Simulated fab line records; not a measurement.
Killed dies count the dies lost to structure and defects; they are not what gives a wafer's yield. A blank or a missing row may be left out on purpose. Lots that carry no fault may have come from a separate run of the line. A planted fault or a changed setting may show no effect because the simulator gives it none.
The tool behind it: which one? ; flow nand-harc ; 42 wafers from 14 lots sampled at 5 of the route's 1302 steps

== WHAT EACH GAUGE READ, for each wafer ==
NHARC_A_M0_CD_MEAS_09: the cd target is 80 nm.
lot;measured;on;cd-nm (nm)
L530;day 22 17:01;cd-sem-03;77.9 78.8 80.3
L531;day 23 10:10;cd-sem-01;79.5 79.5 79.2
L533;day 23 20:44;cd-sem-01;79.9 79.2 79.9
L534;day 24 12:14;cd-sem-03;79.7 79.6 79.4
L538;day 26 04:31;cd-sem-01;81.0 79.7 80.1
L537;day 26 08:00;cd-sem-01;80.3 80.2 80.6
L540;day 26 18:59;cd-sem-03;79.9 79.6 79.5
L539;day 26 19:51;cd-sem-03;80.7 79.7 80.5
L542;day 27 15:42;cd-sem-03;79.8 79.3 79.7
L541;day 27 18:05;cd-sem-01;79.6 79.1 78.4
L543;day 28 05:59;cd-sem-02;79.5 80.3 80.5
L548;day 30 09:09;cd-sem-01;81.1 80.6 80.0
L549;day 30 17:08;cd-sem-03;79.1 78.0 78.7
L550;day 31 11:25;cd-sem-02;79.4 80.0 79.6

== TOOL THAT RAN EACH LOT (tool first, then ch and the chambers of the sampled wafers, then the start) ==
lot;NHARC_A_CONTACT_ETCH_110;NHARC_A_BLC_PVD_32;NHARC_A_BLC_CVD_24;NHARC_A_BLC_CMP_25
L530;rie-diel-12 ch 0,2,3, day 22 10:18;pvd-sputter-03, day 22 15:10 or earlier;cvd-w-02 ch 0,1, day 22 15:10;cmp-02 ch 1,2,3, day 22 15:42
L531;rie-diel-08 ch 0,2, day 23 03:19;pvd-sputter-01, day 23 08:10 or earlier;cvd-w-02 ch 0,1, day 23 08:10;cmp-01 ch 1,2, day 23 08:42
L533;rie-diel-08 ch 0,2,3, day 23 13:55;pvd-sputter-03, day 23 18:58 or earlier;cvd-w-01 ch 0,1, day 23 18:58;cmp-03 ch 0,1, day 23 19:29
L534;rie-diel-03 ch 0,2,3, day 24 04:29;pvd-sputter-02, day 24 10:23 or earlier;cvd-w-02 ch 0,1, day 24 10:23;cmp-03 ch 0,2, day 24 10:55
L538;rie-diel-08 ch 0,1,2, day 25 21:49;pvd-sputter-02, day 26 02:40 or earlier;cvd-w-01 ch 0,1, day 26 02:40;cmp-02 ch 0,2,3, day 26 03:15
L537;rie-diel-12 ch 2,3, day 26 01:28;pvd-sputter-02, day 26 06:11 or earlier;cvd-w-02 ch 0,1, day 26 06:11;cmp-01 ch 0,2, day 26 06:43
L540;rie-diel-12 ch 0,1, day 26 12:05;pvd-sputter-02, day 26 17:18 or earlier;cvd-w-02 ch 0,1, day 26 17:18;cmp-03 ch 1,3, day 26 17:43
L539;rie-diel-12 ch 0,2,3, day 26 13:07;pvd-sputter-03, day 26 18:01 or earlier;cvd-w-01 ch 0,1, day 26 18:01;cmp-02 ch 1,2,3, day 26 18:33
L542;rie-diel-12 ch 0,1,3, day 27 08:26;pvd-sputter-02, day 27 13:29 or earlier;cvd-w-01 ch 0,1, day 27 13:29;cmp-03 ch 1,2, day 27 14:01
L541;rie-diel-08 ch 0,1,2, day 27 10:44;pvd-sputter-03, day 27 15:37 or earlier;cvd-w-01 ch 0,1, day 27 15:37;cmp-02 ch 0,3, day 27 16:53
L543;rie-diel-03 ch 0,2,3, day 27 22:41;pvd-sputter-02, day 28 04:11 or earlier;cvd-w-02 ch 0,1, day 28 04:11;cmp-01 ch 2,3, day 28 04:41
L548;rie-diel-08 ch 0,1,2, day 30 01:44;pvd-sputter-01, day 30 06:35 or earlier;cvd-w-01 ch 0,1, day 30 06:35;cmp-03 ch 0,1,2, day 30 07:52
L549;rie-diel-12 ch 0,1,3, day 30 10:22;pvd-sputter-02, day 30 15:22 or earlier;cvd-w-02 ch 0,1, day 30 15:22;cmp-03 ch 0,1,2, day 30 15:59
L550;rie-diel-03 ch 0,2,3, day 31 04:11;pvd-sputter-01, day 31 09:14 or earlier;cvd-w-02 ch 0,1, day 31 09:14;cmp-02 ch 0,1,2, day 31 09:41
- NHARC_A_CONTACT_ETCH_110: etches the open film in CF4/O2, target depth 60 nm, overetch 6 nm, time 33 s.
- NHARC_A_BLC_PVD_32: deposits Ti, target thk 5 nm, time 17.7 s.
- NHARC_A_BLC_CVD_24: deposits W, target thk 150 nm, time 434 s.
- NHARC_A_BLC_CMP_25: polishes, t overpolish 30 s, target thk 150 nm.

== AS READ BY THE TOOLS THEMSELVES (means over the sampled wafers that have a number; for cases with no such wafer, the mark the record gives instead) ==
NHARC_A_CONTACT_ETCH_110.
lot;tool;drypump-motor-current-A (A);oes-product-au (a.u.);rf-vpp-V (V);showerhead-plenum-p-Torr (Torr);throttle-valve-pct (%)
L530;rie-diel-12;5.5;1.000;200.0;1.42;13.395
L531;rie-diel-08;5.6;1.000;198.0;1.32;13.401
L533;rie-diel-08;5.4;0.999;197.6;1.32;13.394
L534;rie-diel-03;5.3;1.009;197.5;1.34;13.397
L538;rie-diel-08;5.6;1.003;198.5;1.34;13.395
L537;rie-diel-12;5.5;1.001;198.8;1.40;13.403
L540;rie-diel-12;5.9;0.996;198.4;1.38;13.402
L539;rie-diel-12;5.6;0.996;199.5;1.41;13.403
L542;rie-diel-12;5.6;0.997;199.7;1.39;13.399
L541;rie-diel-08;5.6;1.001;198.4;1.33;13.392
L543;rie-diel-03;5.2;1.013;198.2;1.33;13.400
L548;rie-diel-08;5.6;0.993;197.2;1.33;13.406
L549;rie-diel-12;5.7;0.999;199.0;1.39;13.403
L550;rie-diel-03;5.2;1.013;197.2;1.32;13.386

NHARC_A_BLC_PVD_32.
lot;tool;throttle-valve-pct (%)
L530;pvd-sputter-03;29.5
L531;pvd-sputter-01;29.7
L533;pvd-sputter-03;30.2
L534;pvd-sputter-02;30.4
L538;pvd-sputter-02;30.6
L537;pvd-sputter-02;30.4
L540;pvd-sputter-02;30.2
L539;pvd-sputter-03;29.2
L542;pvd-sputter-02;29.9
L541;pvd-sputter-03;29.5
L543;pvd-sputter-02;29.6
L548;pvd-sputter-01;29.9
L549;pvd-sputter-02;30.4
L550;pvd-sputter-01;30.4

NHARC_A_BLC_CVD_24.
lot;tool;chamber-pressure-Torr (Torr);heater-power-w (W);throttle-valve-pct (%)
L530;cvd-w-02;40.01;459;8.46
L531;cvd-w-02;39.95;455;8.22
L533;cvd-w-01;39.92;500;7.73
L534;cvd-w-02;40.01;456;8.25
L538;cvd-w-01;40.03;508;7.66
L537;cvd-w-02;40.03;452;8.26
L540;cvd-w-02;40.08;464;8.37
L539;cvd-w-01;39.99;497;7.79
L542;cvd-w-01;40.05;516;7.69
L541;cvd-w-01;40.04;501;7.82
L543;cvd-w-02;39.99;454;8.09
L548;cvd-w-01;39.96;503;7.89
L549;cvd-w-02;40.01;456;8.22
L550;cvd-w-02;39.93;456;8.28

NHARC_A_BLC_CMP_25.
lot;tool;motor-current-A (A);overpolish-run-s (s);time-to-endpoint-s (s)
L530;cmp-02;12.6;30.000;35.4
L531;cmp-01;11.9;29.997;32.7
L533;cmp-03;11.5;30.009;31.2
L534;cmp-03;12.4;29.994;25.4
L538;cmp-02;13.2;29.998;29.9
L537;cmp-01;11.8;30.006;32.8
L540;cmp-03;11.1;30.009;30.1
L539;cmp-02;12.5;29.997;29.6
L542;cmp-03;12.0;29.997;30.8
L541;cmp-02;13.2;30.005;61.6
L543;cmp-01;11.4;29.992;30.4
L548;cmp-03;12.1;29.994;60.3
L549;cmp-03;11.8;29.997;29.2
L550;cmp-02;11.6;30.003;30.3

== THE ANSWER, worked out from the rows above alone ==
Rule: what is usual is taken from the lots themselves. The widest of any qualifying gaps counts: lots, ordered by their means at a reading, are off when they make up no more than a third of the lots, leave a main group of 4 or more, and stand apart from it by 3 or more times the standard deviation of that group's means. The tables above print the reading to a certain number of digits; a main group whose means all agree to those digits is not used. Also off: a lot with no number at a reading for which 4 or more lots have one. All remaining lots with rows at the step are treated as sound. After the gauges, taken in route order, come the tools' own readings; for these a lot's mean is taken, as printed above. At the first step where some lot is off, the reading lying furthest off is the one used; lots without a number count as furthest.
Off: L541, L548, at NHARC_A_BLC_CMP_25 (time-to-endpoint-s). The main group: mean 30.6 s, standard deviation 2.3.
If a tool, at that step or one of the process steps before it, ran each lot that is off and ran no sound lot following the first of them, it fits. Because NHARC_A_BLC_PVD_32 lacks a start for some lots, the hours and order of its lots are taken from NHARC_A_BLC_CVD_24. Undecided on this evidence; 2 tools fit (rie-diel-08 at NHARC_A_CONTACT_ETCH_110, cvd-w-01 at NHARC_A_BLC_CVD_24).

== WHAT WAS PUT IN BY THE SIMULATOR ==
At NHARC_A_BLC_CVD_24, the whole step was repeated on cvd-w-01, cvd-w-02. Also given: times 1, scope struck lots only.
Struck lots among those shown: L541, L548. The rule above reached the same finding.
